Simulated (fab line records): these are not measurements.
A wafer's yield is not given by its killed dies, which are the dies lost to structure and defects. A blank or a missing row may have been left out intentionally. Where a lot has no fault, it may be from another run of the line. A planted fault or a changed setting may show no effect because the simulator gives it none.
One fault through the eyes of 2 desks / flow nand-harc / every desk sees just its own numbers, and what lay behind them comes last

AT THE METROLOGY DESK
Means of the sampled wafers that have a number, per lot and without regard to the tool the lot ran on: this is what the gauges read. Marked OUT: a lot whose mean sits more than 4 standard deviations from the usual mean, which makes it out of limits; the brackets give that distance.
Columns: A = cd-nm at NHARC_A_SGD_CUT_CD_MEAS_09, usual 100.1 nm
lot=L921; first seen here=day 19 17:16; A=99.6
lot=L920; first seen here=day 19 17:44; A=100.3
lot=L923; first seen here=day 20 17:23; A=100.0
lot=L924; first seen here=day 21 09:21; A=99.7
lot=L925; first seen here=day 21 09:42; A=100.7
lot=L931; first seen here=day 23 19:10; A=100.0
lot=L930; first seen here=day 24 01:07; A=104.9 (+8.3) OUT
lot=L933; first seen here=day 25 03:31; A=104.2 (+7.1) OUT
lot=L935; first seen here=day 25 14:27; A=99.6
lot=L937; first seen here=day 26 16:35; A=100.7
lot=L939; first seen here=day 27 03:41; A=100.1
lot=L940; first seen here=day 27 23:07; A=99.7
This desk finds L930, L933 out of limits, L930 being first, at day 24 01:07 (cd-nm at NHARC_A_SGD_CUT_CD_MEAS_09). L921, L920, L923, L924, L925, L931, L935, L937, L939, L940 stayed within limits.

TOOL OWNER'S DESK, arfi-scanner-01
The tool's own readings at NHARC_A_SGD_CUT_EXPOSE_06 (exposes mask SGD): means of the sampled wafers that have a number, for each lot that ran on this tool. Marked OUT: a lot whose mean sits more than 4 standard deviations from the usual mean, which makes it out of limits; the brackets give that distance.
Columns: A = exposure-dose-mJ-cm2 at NHARC_A_SGD_CUT_EXPOSE_06, usual 85.8
lot=L921; first seen here=day 19 17:07; A=85.5
lot=L920; first seen here=day 19 17:37; A=85.4
lot=L925; first seen here=day 21 09:34; A=85.6
lot=L930; first seen here=day 24 00:59; A=91.7 (+16) OUT
lot=L933; first seen here=day 25 03:22; A=90.5 (+13) OUT
This desk finds L930, L933 out of limits, L930 being first, at day 24 00:59 (exposure-dose-mJ-cm2 at NHARC_A_SGD_CUT_EXPOSE_06). L921, L920, L925 stayed within limits.

PUT TOGETHER
At day 24 00:59, on L930, L933, the tool owner's desk was in a position to raise an alarm.
On L930, L933, the metrology desk was in a position to raise an alarm at day 24 01:07.
The lots listed all ran NHARC_A_SGD_CUT_EXPOSE_06 on arfi-scanner-01.

WHAT WAS PUT IN BY THE SIMULATOR
Process parameter drift: arfi-scanner-01, from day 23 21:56 on, at NHARC_A_SGD_CUT_EXPOSE_06. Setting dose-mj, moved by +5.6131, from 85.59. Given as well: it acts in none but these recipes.
Shown lots that were struck: L930, L933.
Counting hours from when the fault started, the first reading out of limits came at 3 for the tool owner's desk and at 3 for the metrology desk.
